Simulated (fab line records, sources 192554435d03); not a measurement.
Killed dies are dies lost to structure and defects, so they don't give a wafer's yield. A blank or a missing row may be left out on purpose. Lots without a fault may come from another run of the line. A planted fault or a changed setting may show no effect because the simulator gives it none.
fab line records | flow n5_finfet | part 1 of 2: steps 1 to 21 of 29
record lots=5 wafers=15 last_day=19
route steps=1938 shown BEOL_M7@1331 BEOL_M8@1332
lots that met no fault: from a run of the same line without faults
start_h: hours from the record's first day to the start of the lot's first wafer shown | wait_h: hours since the lot's step before | " the same as in the row above | L1.1+2: a row that stands for several wafers | - no value, or no start given | * or withheld: withheld | < > ~ a bound
route shown NAME@n: a module of which the file shows steps, and the number in the route of the first | usual: mean/standard deviation of fault-free wafers | same: alike in all rows | chamber/n: place in a boat | sites: the reading at each site | _std_site: their standard deviation | _edge_site: outer sites' mean less inner sites' | radius_mm: how far each site lies from the wafer's centre | mask NAME#n: copy n | behind: the tool/chamber that last shaped the wafer | hold: why the lot was held/for how many hours/how that ended | device: the transistor (n, p or np) that didn't switch | end of line: the same wafers' tests at the end of the route | a step without rows: its recipe alone | killed: dies lost to structure and defects at the first sort, not the wafer's yield | map: a wafer's dies, x killed, . not, _ none there
set.NAME: the setting as run; set.NAME@STEP: as run at that earlier step | model.NAME: the simulator's own value behind a step, which no gauge read
lots at some steps of the route; a table a step, a row a wafer
services: from which hour (start_h, from the record's first day; less than 0 if before it) a tool's chamber was out of use, for how many hours, and why
## steps
# step N5_BEOL_M7_INSPECT_58
# recipe inspect_instrument=darkfield mode=post_dep
# usual raw_defect_count=67/20
# columns lot.wafer tool chamber start_h wait_h raw_defect_count
L080.1 defect_inspect-01 - 259.26 0.0 55
L080.2 " - " " 96
L080.4 " - " " 140
L081.1 defect_inspect-02 - 265.07 0.0 79
L081.4 " - " " 67
L081.6 " - " " 78
L082.2 defect_inspect-02 - 277.13 0.0 35
L082.5 " - " " 48
L082.6 " - " " 38
L093.1 defect_inspect-01 - 339.20 0.0 74
L093.3 " - " " 53
L093.5 " - " " 99
L097.1 defect_inspect-01 - 374.67 0.0 52
L097.4 " - " " 75
L097.6 " - " " 57
# step N5_BEOL_M8_ILD_DEP_00
# recipe material=SiCOH_lowk target_thk_a=1797.5 temp_c=300 precursor=DEMS/porogen pressure_torr=5 rf_w=500 time_s=33.4
# usual heater_power_w=331/79 showerhead_plenum_p_Torr=5.743/0.016 throttle_valve_pct=14.2/0.68
# same time_s=33.4
# columns lot.wafer tool chamber start_h wait_h heater_power_w showerhead_plenum_p_Torr throttle_valve_pct
L080.1 pecvd-02 2 259.30 0.0 249 5.742 13.2
L080.2 " 1 " " 406 5.745 13.6
L080.4 " 2 " " 258 5.745 13.4
L081.1 pecvd-01 0 265.11 0.0 323 5.760 14.5
L081.4 " 1 " " 284 5.720 15.1
L081.6 " 2 " " 476 5.774 14.4
L082.2 pecvd-04 2 277.16 0.0 277 5.711 13.7
L082.5 " 2 " " 281 5.733 13.7
L082.6 " 0 " " 336 5.741 13.9
L093.1 pecvd-01 1 339.24 0.0 268 5.742 15.4
L093.3 " 0 " " 346 5.744 14.2
L093.5 " 0 " " 360 5.738 14.3
L097.1 pecvd-01 1 374.71 0.0 287 5.742 15.1
L097.4 " 1 " " 283 5.744 15.3
L097.6 " 2 " " 483 5.786 15.1
# step N5_BEOL_M8_CURE_74
# recipe temp_c=385 time_s=240 ambient=He/Ar material=SiCOH_lowk
# usual lamp_power_pct=52.32/0.053 wafer_temp_C_max=387.1/0.58
# same time_s=240
# columns lot.wafer tool chamber start_h wait_h lamp_power_pct wafer_temp_C_max
L080.1 uv_cure-02 0 259.36 0.0 52.30 387.1
L080.2 " 0 " " 52.28 386.4
L080.4 " 0 " " 52.43 387.3
L081.1 uv_cure-03 1 265.17 0.0 52.34 386.6
L081.4 " 1 " " 52.26 386.7
L081.6 " 1 " " 52.37 386.4
L082.2 uv_cure-03 0 277.75 0.6 52.34 387.2
L082.5 " 0 " " 52.27 386.3
L082.6 " 0 " " 52.26 386.3
L093.1 uv_cure-02 0 339.30 0.0 52.38 386.7
L093.3 " 0 " " 52.31 386.3
L093.5 " 0 " " 52.42 387.2
L097.1 uv_cure-03 2 374.77 0.0 52.36 387.5
L097.4 " 2 " " 52.38 388.4
L097.6 " 2 " " 52.30 387.5
# step N5_BEOL_M8_THK_MEAS_01
# recipe reads=SiCOH_lowk_of_BEOL_M8_ILD_DEP_00
# usual M8_ILD_THK=155.0/2
# columns lot.wafer tool chamber start_h wait_h M8_ILD_THK[nm]
L080.1 film_metro-01 - 260.35 0.8 153.2
L080.2 " - " " 152.5
L080.4 " - " " 157.4
L081.1 film_metro-01 - 266.17 0.8 155.5
L081.4 " - " " 155.6
L081.6 " - " " 159.5
L082.2 film_metro-02 - 278.59 0.7 154.0
L082.5 " - " " 155.0
L082.6 " - " " 155.4
L093.1 film_metro-02 - 339.83 0.4 150.2
L093.3 " - " " 154.4
L093.5 " - " " 155.4
L097.1 film_metro-02 - 375.29 0.4 151.8
L097.4 " - " " 154.9
L097.6 " - " " 155.5
# step N5_BEOL_M8_PECVD_70
# recipe material=SiO2 target_thk_a=200 temp_c=400 precursor=TEOS/O2 pressure_torr=5.5 rf_w=450 teos_flow_sccm=53.8 gas=O2 flow_sccm=3000 time_s=22.7
# usual heater_power_w=736/140 showerhead_plenum_p_Torr=8.80/0.066 throttle_valve_pct=22.7/1
# same time_s=22.7
# columns lot.wafer tool chamber start_h wait_h heater_power_w showerhead_plenum_p_Torr throttle_valve_pct
L080.1 pecvd-04 0 260.39 0.0 767 8.77 22.3
L080.2 " 1 " " 582 8.70 22.7
L080.4 " 0 " " 777 8.79 22.4
L081.1 pecvd-02 1 266.20 0.0 800 8.83 22.0
L081.4 " 2 " " 545 8.79 21.4
L081.6 " 0 " " 671 8.75 22.4
L082.2 pecvd-04 1 278.62 0.0 541 8.72 23.1
L082.5 " 2 " " 641 8.70 21.7
L082.6 " 0 " " 868 8.76 22.2
L093.1 pecvd-01 2 339.86 0.0 1030 8.94 23.8
L093.3 " 0 " " 772 8.85 23.4
L093.5 " 0 " " 757 8.87 23.2
L097.1 pecvd-01 2 375.32 0.0 1024 8.94 24.1
L097.4 " 0 " " 812 8.86 23.2
L097.6 " 2 " " 1006 8.93 24.0
# step N5_BEOL_M8_HM_DEP_02
# recipe material=TiN target_thk_a=200 temp_c=25 chamber_pressure_pa=0.49996
# usual substrate_temp_c=24.99/0.099 throttle_valve_pct=30.4/0.97
# columns lot.wafer tool chamber start_h wait_h substrate_temp_c throttle_valve_pct
L080.1 pvd_sputter-01 - 262.35 1.9 25.15 30.8
L080.2 " - " " 25.05 30.2
L080.4 " - " " 25.09 30.8
L081.1 pvd_sputter-01 - 268.67 2.4 24.91 30.9
L081.4 " - " " 24.92 30.0
L081.6 " - " " 24.76 31.1
L082.2 pvd_sputter-02 - 280.26 1.6 24.99 30.3
L082.5 " - " " 25.18 29.9
L082.6 " - " " 24.98 29.9
L093.1 pvd_sputter-03 - 340.77 0.9 24.96 29.6
L093.3 " - " " 25.04 31.9
L093.5 " - " " 25.04 29.5
L097.1 pvd_sputter-03 - 376.19 0.8 24.95 32.4
L097.4 " - " " 24.97 31.9
L097.6 " - " " 24.91 29.6
# step N5_BEOL_M8_COAT_59
# recipe resist=SOC temp_c=250 time_s=60 spin_rpm=1500 resist_thk_nm=100
# usual resist_line_temp_C=22.99/0.1
# same time_s=60
# columns lot.wafer tool chamber start_h wait_h resist_line_temp_C
L080.1 litho_track-02 0 262.48 0.1 22.93
L080.2 " 0 " " 22.79
L080.4 " 0 " " 22.95
L081.1 litho_track-04 0 268.80 0.1 23.00
L081.4 " 0 " " 22.90
L081.6 " 0 " " 22.89
L082.2 litho_track-02 0 280.39 0.1 22.95
L082.5 " 0 " " 23.17
L082.6 " 0 " " 22.96
L093.1 litho_track-02 0 340.90 0.1 23.02
L093.3 " 0 " " 22.98
L093.5 " 0 " " 22.97
L097.1 litho_track-04 0 376.31 0.1 23.03
L097.4 " 0 " " 23.02
L097.6 " 0 " " 22.90
# step N5_BEOL_M8_COAT_60
# recipe resist=SiARC temp_c=220 time_s=60 spin_rpm=1500 resist_thk_nm=35
# usual resist_line_temp_C=22.99/0.1
# same time_s=60
# columns lot.wafer tool chamber start_h wait_h resist_line_temp_C
L080.1 litho_track-02 0 - - 23.16
L080.2 " 0 " " 22.92
L080.4 " 0 " " 23.06
L081.1 litho_track-04 0 - - 23.06
L081.4 " 0 " " 22.84
L081.6 " 0 " " 22.94
L082.2 litho_track-02 0 - - 23.07
L082.5 " 0 " " 23.13
L082.6 " 0 " " 23.12
L093.1 litho_track-02 0 - - 22.98
L093.3 " 0 " " 23.04
L093.5 " 0 " " 23.02
L097.1 litho_track-04 0 - - 23.04
L097.4 " 0 " " 22.93
L097.6 " 0 " " 22.88
# step N5_BEOL_M8_COAT_05
# recipe resist=CAR-ArF spin_rpm=1500 resist_thk_nm=90
# usual resist_line_temp_C=23.01/0.12
# columns lot.wafer tool chamber start_h wait_h resist_line_temp_C
L080.1 litho_track-02 0 - - 23.30
L080.2 " 0 " " 22.97
L080.4 " 0 " " 23.13
L081.1 litho_track-04 0 - - 23.11
L081.4 " 0 " " 23.14
L081.6 " 0 " " 23.01
L082.2 litho_track-02 0 - - 23.09
L082.5 " 0 " " 23.01
L082.6 " 0 " " 23.19
L093.1 litho_track-02 0 - - 23.12
L093.3 " 0 " " 23.09
L093.5 " 0 " " 22.91
L097.1 litho_track-04 0 - - 22.91
L097.4 " 0 " " 22.96
L097.6 " 0 " " 22.84
# step N5_BEOL_M8_EBR_07
# recipe solvent=PGMEA ebr_width_mm=1.5
# usual resist_line_temp_C=22.98/0.11
# columns lot.wafer tool chamber start_h wait_h resist_line_temp_C
L080.1 litho_track-02 0 - - 22.90
L080.2 " 0 " " 23.00
L080.4 " 0 " " 23.03
L081.1 litho_track-04 0 - - 23.01
L081.4 " 0 " " 22.94
L081.6 " 0 " " 23.13
L082.2 litho_track-02 0 - - 22.89
L082.5 " 0 " " 22.96
L082.6 " 0 " " 22.91
L093.1 litho_track-02 0 - - 22.93
L093.3 " 0 " " 23.02
L093.5 " 0 " " 22.89
L097.1 litho_track-04 0 - - 22.96
L097.4 " 0 " " 23.02
L097.6 " 0 " " 23.14
# step N5_BEOL_M8_SOFTBAKE_06
# recipe temp_c=110 time_s=60 resist=CAR-ArF
# usual resist_line_temp_C=23.02/0.11
# same time_s=60
# columns lot.wafer tool chamber start_h wait_h resist_line_temp_C
L080.1 litho_track-02 0 - - 23.11
L080.2 " 0 " " 23.08
L080.4 " 0 " " 23.16
L081.1 litho_track-04 0 - - 22.96
L081.4 " 0 " " 22.92
L081.6 " 0 " " 22.82
L082.2 litho_track-02 0 - - 23.04
L082.5 " 0 " " 23.02
L082.6 " 0 " " 23.10
L093.1 litho_track-02 0 - - 22.91
L093.3 " 0 " " 22.99
L093.5 " 0 " " 23.04
L097.1 litho_track-04 0 - - 22.97
L097.4 " 0 " " 22.87
L097.6 " 0 " " 22.99
# step N5_BEOL_M8_EXPOSE_08
# recipe mask_id=M8 na=1.35 source_shape=dipole sigma_inner=0.817 sigma_outer=0.97 polarization=te dose_mj=68.25
# columns lot.wafer tool chamber start_h wait_h mask
L080.1+2+4 arfi_scanner-02 0 262.72 - M8#0
L081.1+4+6 arfi_scanner-02 0 268.91 - M8#0
L082.2+5+6 arfi_scanner-01 0 280.64 - M8#0
L093.1+3+5 arfi_scanner-01 0 341.14 - M8#0
L097.1+4+6 arfi_scanner-03 0 376.56 - M8#0
# step N5_BEOL_M8_PEB_09
# recipe peb_temp_c=withheld peb_time_s=60 resist=CAR-ArF
# usual resist_line_temp_C=23.02/0.14
# columns lot.wafer tool chamber start_h wait_h resist_line_temp_C
L080.1 litho_track-04 0 262.78 0.1 23.08
L080.2 " 0 " " 22.90
L080.4 " 0 " " 23.20
L081.1 litho_track-03 0 268.98 0.1 22.95
L081.4 " 0 " " 22.98
L081.6 " 0 " " 22.98
L082.2 litho_track-04 0 280.69 0.0 23.11
L082.5 " 0 " " 23.10
L082.6 " 0 " " 23.05
L093.1 litho_track-04 0 341.20 0.1 23.00
L093.3 " 0 " " 22.84
L093.5 " 0 " " 22.89
L097.1 litho_track-04 0 376.62 0.1 23.15
L097.4 " 0 " " 23.21
L097.6 " 0 " " 23.05
# step N5_BEOL_M8_DEVELOP_10
# recipe develop_time_s=30 developer=TMAH resist=CAR-ArF rinse_liquid=diw dry=air_spin dev_temp_c=23
# usual resist_line_temp_C=23.00/0.11
# columns lot.wafer tool chamber start_h wait_h resist_line_temp_C
L080.1 litho_track-04 0 - - 23.02
L080.2 " 0 " " 23.09
L080.4 " 0 " " 22.92
L081.1 litho_track-03 0 - - 22.88
L081.4 " 0 " " 22.95
L081.6 " 0 " " 22.85
L082.2 litho_track-04 0 - - 22.94
L082.5 " 0 " " 22.81
L082.6 " 0 " " 22.93
L093.1 litho_track-04 0 - - 23.23
L093.3 " 0 " " 23.15
L093.5 " 0 " " 23.09
L097.1 litho_track-04 0 - - 22.96
L097.4 " 0 " " 22.92
L097.6 " 0 " " 22.83
# step N5_BEOL_M8_CD_MEAS_11
# recipe target_cd_nm=38.5 landing_energy_ev=500 detector=se_inlens polarity=opening
# usual cd_nm=38.4/0.41
# columns lot.wafer tool chamber start_h wait_h cd_nm
L080.1 cd_sem-03 0 262.85 - 38.8
L080.2 " 0 " " 38.1
L080.4 " 0 " " 38.4
L081.1 cd_sem-03 0 269.04 - 38.7
L081.4 " 0 " " 38.4
L081.6 " 0 " " 38.1
L082.2 cd_sem-03 0 280.76 - 38.3
L082.5 " 0 " " 37.6
L082.6 " 0 " " 38.1
L093.1 cd_sem-03 0 341.27 - 38.3
L093.3 " 0 " " 38.3
L093.5 " 0 " " 38.2
L097.1 cd_sem-02 0 376.69 - 37.7
L097.4 " 0 " " 37.9
L097.6 " 0 " " 38.6
# step N5_BEOL_M8_OVL_MEAS_12
# recipe points_per_wafer=44
# usual M8_OVL=-0.3/0.65
# columns lot.wafer tool chamber start_h wait_h M8_OVL[nm]
L080.1 overlay-01 0 262.88 0.0 -0.5
L080.2 " 0 " " -0.2
L080.4 " 0 " " -0.8
L081.1 overlay-02 0 269.07 0.0 -0.2
L081.4 " 0 " " 0.1
L081.6 " 0 " " -0.2
L082.2 overlay-02 0 280.79 0.0 -0.4
L082.5 " 0 " " -0.8
L082.6 " 0 " " -0.6
L093.1 overlay-01 0 341.30 0.0 0.1
L093.3 " 0 " " -0.4
L093.5 " 0 " " -0.2
L097.1 overlay-01 0 376.72 0.0 -0.9
L097.4 " 0 " " 0.4
L097.6 " 0 " " -0.7
# step N5_BEOL_M8_INSPECT_13
# recipe mode=adi inspect_instrument=brightfield
# usual raw_defect_count=399/90
# columns lot.wafer tool chamber start_h wait_h raw_defect_count
L080.1 defect_inspect-01 - 262.90 0.0 520
L080.2 " - " " 502
L080.4 " - " " 667
L081.1 defect_inspect-01 - 269.10 0.0 407
L081.4 " - " " 356
L081.6 " - " " 397
L082.2 defect_inspect-02 - 280.81 0.0 305
L082.5 " - " " 354
L082.6 " - " " 376
L093.1 defect_inspect-02 - 341.32 0.0 406
L093.3 " - " " 494
L093.5 " - " " 462
L097.1 defect_inspect-01 - 376.74 0.0 387
L097.4 " - " " 367
L097.6 " - " " 320
# step N5_BEOL_M8_DESCUM_16
# recipe chemistry=O2 time_s=7.9 source_power_w=50 bias_power_w=20 pressure_mtorr=20 rf_frequency_hz=2.712e+07 temp_c=40 resist=CAR-ArF o2_flow_sccm=225
# usual drypump_motor_current_A=5.9/0.5 oes_product_au=0.78/0.077 rf_vpp_V=243.9/1.4 showerhead_plenum_p_Torr=2.14/0.057 throttle_valve_pct=20.44/0.2
# same time_s=7.9
# columns lot.wafer tool chamber start_h wait_h drypump_motor_current_A oes_product_au rf_hours_counter_h rf_vpp_V showerhead_plenum_p_Torr throttle_valve_pct
L080.1 rie_diel-03 3 262.95 0.0 6.1 0.72 188 243.4 2.08 20.54
L080.2 " 1 " " 6.7 0.71 206 243.9 2.16 20.14
L080.4 " 2 " " 5.8 0.83 62 246.0 2.21 20.62
L081.1 rie_diel-05 3 269.13 0.0 6.4 0.70 222 243.2 2.15 20.64
L081.4 " 2 " " 5.9 0.97 - 244.3 2.15 20.02
L081.6 " 0 " " 5.7 0.72 - 244.2 2.17 20.56
L082.2 rie_diel-05 3 281.00 0.2 6.4 0.69 227 245.1 2.15 20.68
L082.5 " 0 " " 5.7 0.71 - 243.5 2.17 20.57
L082.6 " 1 " " 4.9 0.83 - 242.3 2.04 20.37
L093.1 rie_diel-03 3 341.56 0.2 6.1 0.70 221 243.3 2.07 20.58
L093.3 " 1 " " 6.7 0.68 234 243.5 2.15 20.19
L093.5 " 1 " " 6.7 0.70 - 244.4 2.15 20.18
L097.1 rie_diel-02 1 377.43 0.7 5.0 0.80 105 242.2 2.03 20.44
L097.4 " 1 " " 5.0 0.81 - 242.1 2.03 20.43
L097.6 " 2 " " 6.1 0.84 - 244.6 2.21 20.43
# step N5_BEOL_M8_ETCH_61
# recipe chemistry=CF4 target=SiARC target_depth_a=455 mask_material=CAR-ArF time_s=75.8 ion_energy_ev=80 pressure_mtorr=40 source_w=545 bias_w=36 Ar_flow_sccm=100 cf4_flow_sccm=100 ends=cleared
# usual drypump_motor_current_A=5.9/0.5 etch_rf_on_time_s=76.0/1 oes_product_au=0.67/0.062 rf_vpp_V=184.6/1.1 showerhead_plenum_p_Torr=2.18/0.059 throttle_valve_pct=15.61/0.23
# columns lot.wafer tool chamber start_h wait_h drypump_motor_current_A etch_rf_on_time_s oes_product_au rf_hours_counter_h rf_vpp_V showerhead_plenum_p_Torr throttle_valve_pct
L080.1 rie_diel-03 3 262.99 0.0 6.1 75.0 0.63 188 183.3 2.13 15.72
L080.2 " 1 " " 6.7 78.2 0.61 206 184.5 2.20 15.39
L080.4 " 2 " " 5.8 75.9 0.71 62 184.8 2.26 15.72
L081.1 rie_diel-05 3 269.17 0.0 6.3 76.4 0.59 222 183.9 2.20 15.90
L081.4 " 2 " " 5.9 74.4 0.82 - 185.5 2.19 15.10
L081.6 " 0 " " 5.7 75.5 0.61 - 185.8 2.22 15.80
L082.2 rie_diel-05 3 281.04 0.0 6.4 76.2 0.60 227 184.2 2.20 15.91
L082.5 " 0 " " 5.7 76.2 0.61 - 183.9 2.22 15.78
L082.6 " 1 " " 4.9 77.3 0.70 - 183.5 2.08 15.43
L093.1 rie_diel-03 3 341.59 0.0 6.1 74.8 0.61 221 184.6 2.12 15.79
L093.3 " 1 " " 6.7 78.5 0.59 234 184.6 2.19 15.44
L093.5 " 1 " " 6.7 77.8 0.59 - 184.1 2.19 15.44
L097.1 rie_diel-02 1 377.47 0.0 5.0 76.1 0.68 105 182.8 2.07 15.59
L097.4 " 1 " " 5.0 75.8 0.68 - 182.8 2.07 15.59
L097.6 " 2 " " 6.0 76.5 0.70 - 185.9 2.26 15.60
# step N5_BEOL_M8_ETCH_62
# recipe chemistry=N2/H2 target=SOC target_depth_a=1100 overetch_a=220 mask_material=SiARC temp_c=40 time_s=165 ion_energy_ev=200 pressure_mtorr=30 source_w=840 bias_w=150 n2_flow_sccm=200 h2_flow_sccm=200
# usual drypump_motor_current_A=5.9/0.5 oes_product_au=0.66/0.06 rf_vpp_V=525.2/2.2 showerhead_plenum_p_Torr=2.59/0.076 throttle_valve_pct=17.82/0.26
# same time_s=165
# columns lot.wafer tool chamber start_h wait_h drypump_motor_current_A oes_product_au rf_hours_counter_h rf_vpp_V showerhead_plenum_p_Torr throttle_valve_pct
L080.1 rie_diel-03 3 263.04 0.0 6.2 0.62 188 522.1 2.52 17.91
L080.2 " 1 " " 6.7 0.61 206 526.2 2.63 17.53
L080.4 " 2 " " 5.8 0.70 62 527.9 2.70 18.09
L081.1 rie_diel-05 3 269.22 0.0 6.4 0.59 222 526.8 2.61 17.96
L081.4 " 2 " " 6.0 0.81 - 524.7 2.60 17.29
L081.6 " 0 " " 5.7 0.61 - 525.5 2.66 18.11
L082.2 rie_diel-05 3 281.09 0.0 6.4 0.59 227 525.9 2.61 17.99
L082.5 " 0 " " 5.7 0.61 - 526.1 2.65 18.12
L082.6 " 1 " " 4.9 0.70 - 521.8 2.46 17.52
L093.1 rie_diel-03 3 341.65 0.0 6.1 0.60 221 522.4 2.51 17.95
L093.3 " 1 " " 6.7 0.60 234 526.4 2.62 17.60
L093.5 " 1 " " 6.7 0.60 - 524.6 2.62 17.61
L097.1 rie_diel-02 1 377.52 0.0 5.0 0.67 105 522.2 2.47 17.92
L097.4 " 1 " " 5.0 0.68 - 519.2 2.47 17.92
L097.6 " 2 " " 6.1 0.71 - 528.8 2.69 17.80
# step N5_BEOL_M8_STRIP_68
# recipe chemistry=N2/H2 temp_c=40 n2_flow_sccm=200 h2_flow_sccm=200 rf_frequency_hz=6e+07
# columns lot.wafer tool chamber start_h wait_h
L080.1+2+4 rie_diel-03 3,1,2 263.18 0.1
L081.1+4+6 rie_diel-05 3,2,0 269.36 0.1
L082.2+5+6 rie_diel-05 3,0,1 281.23 0.1
L093.1+3+5 rie_diel-03 3,1,1 341.79 0.1
L097.1+4+6 rie_diel-02 1,1,2 377.66 0.1
